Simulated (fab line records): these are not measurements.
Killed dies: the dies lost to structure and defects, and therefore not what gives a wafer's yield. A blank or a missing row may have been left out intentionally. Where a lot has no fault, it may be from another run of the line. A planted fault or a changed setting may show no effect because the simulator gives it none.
Matching of chambers / flow n5 finfet / 3 sister chambers for N5_GATE_CUT_PECVD_57 on pecvd-02
The step deposits SiNx from SiH4/NH3/N2, target thk 21 nm. 6 wafers are shown with their chamber, then 7 later ones without.

== EACH WAFER AND ITS CHAMBER ==
wafer=L076.6; chamber=2; throttle valve pct (%)=38.4; showerhead plenum p Torr (Torr)=5.09
wafer=L085.4; chamber=0; throttle valve pct (%)=41.8; showerhead plenum p Torr (Torr)=5.02
wafer=L085.5; chamber=2; throttle valve pct (%)=38.8; showerhead plenum p Torr (Torr)=5.09
wafer=L085.6; chamber=1; throttle valve pct (%)=43.0; showerhead plenum p Torr (Torr)=5.14
wafer=L089.1; chamber=0; throttle valve pct (%)=41.7; showerhead plenum p Torr (Torr)=5.01
wafer=L089.5; chamber=1; throttle valve pct (%)=42.9; showerhead plenum p Torr (Torr)=5.15

== WAFERS WITH NO CHAMBER GIVEN ==
wafer=L089.6; throttle valve pct (%)=42.0; showerhead plenum p Torr (Torr)=5.01
wafer=L090.3; throttle valve pct (%)=41.9; showerhead plenum p Torr (Torr)=5.02
wafer=L090.4; throttle valve pct (%)=41.8; showerhead plenum p Torr (Torr)=5.01
wafer=L090.5; throttle valve pct (%)=39.0; showerhead plenum p Torr (Torr)=5.10
wafer=L097.3; throttle valve pct (%)=41.8; showerhead plenum p Torr (Torr)=5.02
wafer=L097.4; throttle valve pct (%)=43.1; showerhead plenum p Torr (Torr)=5.16
wafer=L097.5; throttle valve pct (%)=43.2; showerhead plenum p Torr (Torr)=5.15

== CHAMBER TAKEN BY EACH ==
wafer=L089.6; from the rows above=0; in truth=0
wafer=L090.3; from the rows above=0; in truth=0
wafer=L090.4; from the rows above=0; in truth=0
wafer=L090.5; from the rows above=2; in truth=2
wafer=L097.3; from the rows above=0; in truth=0
wafer=L097.4; from the rows above=1; in truth=1
wafer=L097.5; from the rows above=1; in truth=1
Correctly placed: 7 of 7. Number that these rows cannot place: 0. 0 placed wrongly.
How it was worked out, from the rows above alone: a wafer's distance from a chamber is the root of the sum, over the readings, of the square of ((its reading less the chamber's mean) divided by the reading's scatter). The wafer belongs to the nearest chamber; if the next one is less than 2 further off, it can't be placed. A chamber's mean is the mean of its shown wafers. The scatter: the root of (the sum of the squares of (reading less its chamber's mean) over the shown wafers, divided by (wafers less chambers)).
